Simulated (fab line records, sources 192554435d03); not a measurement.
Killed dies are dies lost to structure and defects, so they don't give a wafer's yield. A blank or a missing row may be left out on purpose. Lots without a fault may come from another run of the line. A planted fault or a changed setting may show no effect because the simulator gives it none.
Split-lot experiment | flow n5_finfet | 7 lots, 21 wafers read, on a route of 1938 steps

THE SPLIT
At N5_BEOL_M8_ETCH_65 (etches SiARC in CF4, target depth 15.6 nm, time 26 s), the setting source_w was moved away from the recipe's 545 W on 5 of the 21 wafers read, by -17.5% to -6.6%. The other wafers ran this setting at the recipe's value.

The reading is taken at the split's own step.

THE READING
rf_vpp_V, in V, at N5_BEOL_M8_ETCH_65 (etches SiARC in CF4, target depth 15.6 nm, time 26 s). Fault-free wafers of this fab line usually give 184.3 V, standard deviation 1 V.

wafer  | tool, chamber at the split | source_w as run, W | against the recipe | rf_vpp_V, V | against lot-mates on the recipe
L077.2 | rie_diel-06, 0             | 545                | recipe             | 184.9       | -
L077.3 | rie_diel-06, 2             | 545                | recipe             | 184.7       | -
L077.4 | rie_diel-06, 3             | 449.7              | -17.5%             | 196.8       | +12.0
L084.1 | rie_diel-06, 0             | 545                | recipe             | 184.7       | -
L084.2 | rie_diel-06, 3             | 545                | recipe             | 183.0       | -
L084.4 | rie_diel-06, 2             | 545                | recipe             | 183.8       | -
L086.2 | rie_diel-06, 2             | 545                | recipe             | 184.6       | -
L086.4 | rie_diel-06, 3             | 545                | recipe             | 183.4       | -
L086.6 | rie_diel-06, 3             | 545                | recipe             | 183.1       | -
L087.1 | rie_diel-06, 3             | 509                | -6.6%              | 187.9       | +1.8
L087.2 | rie_diel-06, 2             | 509                | -6.6%              | 188.9       | +2.8
L087.6 | rie_diel-06, 1             | 545                | recipe             | 186.1       | -
L093.4 | rie_diel-03, 2             | 545                | recipe             | 184.3       | -
L093.5 | rie_diel-03, 2             | 545                | recipe             | 185.3       | -
L093.6 | rie_diel-03, 3             | 545                | recipe             | 183.7       | -
L096.2 | rie_diel-06, 1             | 545                | recipe             | 185.3       | -
L096.4 | rie_diel-06, 3             | 545                | recipe             | 185.1       | -
L096.6 | rie_diel-06, 0             | 545                | recipe             | 184.5       | -
L097.1 | rie_diel-01, 2             | 545                | recipe             | 183.9       | -
L097.3 | rie_diel-01, 1             | 496.9              | -8.8%              | 190.2       | +6.3
L097.4 | rie_diel-01, 3             | 496.9              | -8.8%              | 188.9       | +5.0

THE FIT
A straight line over all 21 wafers: rf_vpp_V changes by -0.663 V for each +1% of source_w; r = -0.96; the points scatter about the line by 0.87 V.
The same after taking each lot's own level away (the mean of its wafers on the recipe; 21 wafers): -0.63 V for each +1%; r = -0.96; scatter 0.84 V.
On that fit, the largest move of source_w shifts the reading by 11 V.
The lots' own levels span 183.70 to 186.10 V, that is 2.4 times the standard deviation above.
So the lot-to-lot level changes the slope little: the two slopes agree.
Check: with one of the wafers moved furthest among these (-17.5%) left out of the fit, the line predicts +9.41 V for it against its lot-mates. It came out at +12 V against them.
Tool readings at the split's step, against how far the setting was moved: rf_vpp_V r = -0.96.

OTHER SPLITS ON THESE WAFERS
These wafers also went through other splits before the reading. Each is held against what the fit with the lots' levels taken away leaves over:
other split on the same wafers | wafers away from the commonest value | r with rf_vpp_V (lot level and that fit taken away)
N5_BEOL_M8_COAT_22 spin_rpm    | 8                                    | -0.12

THE FILE'S OWN FIT
rf_vpp_V changes by -0.645 V for each +1% of source_w, r = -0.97.
